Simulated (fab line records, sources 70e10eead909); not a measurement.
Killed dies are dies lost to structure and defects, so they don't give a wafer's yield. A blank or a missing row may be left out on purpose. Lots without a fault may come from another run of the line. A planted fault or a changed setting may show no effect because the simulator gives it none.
Chamber matching | flow nand_harc | NHARC_A_M0_PRE_CLEAN_31 on pecvd-04: 3 sister chambers
The step time 12 s. 6 wafers are shown with their chamber, then 7 later ones without.

WAFERS WITH THEIR CHAMBER
wafer  | chamber | heater_power_w (W) | heater_power_outer_w (W)
L324.6 | 1       | 837                | 550
L326.1 | 0       | 521                | 308
L326.3 | 2       | 525                | 325
L326.4 | 0       | 526                | 302
L335.1 | 1       | 846                | 537
L335.2 | 2       | 490                | 297

WAFERS WITHOUT THEIR CHAMBER
wafer  | heater_power_w (W) | heater_power_outer_w (W)
L335.4 | 482                | 295
L338.1 | 500                | 305
L338.2 | 787                | 510
L338.3 | 501                | 296
L342.1 | 806                | 526
L342.3 | 526                | 328
L342.6 | 527                | 331

WHICH CHAMBER EACH WENT THROUGH
wafer  | from the rows above     | in truth
L335.4 | can't be placed: 2 or 0 | 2
L338.1 | can't be placed: 2 or 0 | 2
L338.2 | 1                       | 1
L338.3 | can't be placed: 2 or 0 | 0
L342.1 | 1                       | 1
L342.3 | can't be placed: 0 or 2 | 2
L342.6 | can't be placed: 2 or 0 | 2
Placed correctly: 2 of 7. Can't be placed from these rows: 5 (the true chamber is among the candidates in 5). Placed wrongly: 0.
How it was worked out, from the rows above alone: a wafer's distance from a chamber is the root of the sum, over the readings, of the square of ((its reading less the chamber's mean) divided by the reading's scatter). The wafer belongs to the nearest chamber; if the next one is less than 2 further off, it can't be placed. A chamber's mean is the mean of its shown wafers. The scatter: the root of (the sum of the squares of (reading less its chamber's mean) over the shown wafers, divided by (wafers less chambers)).
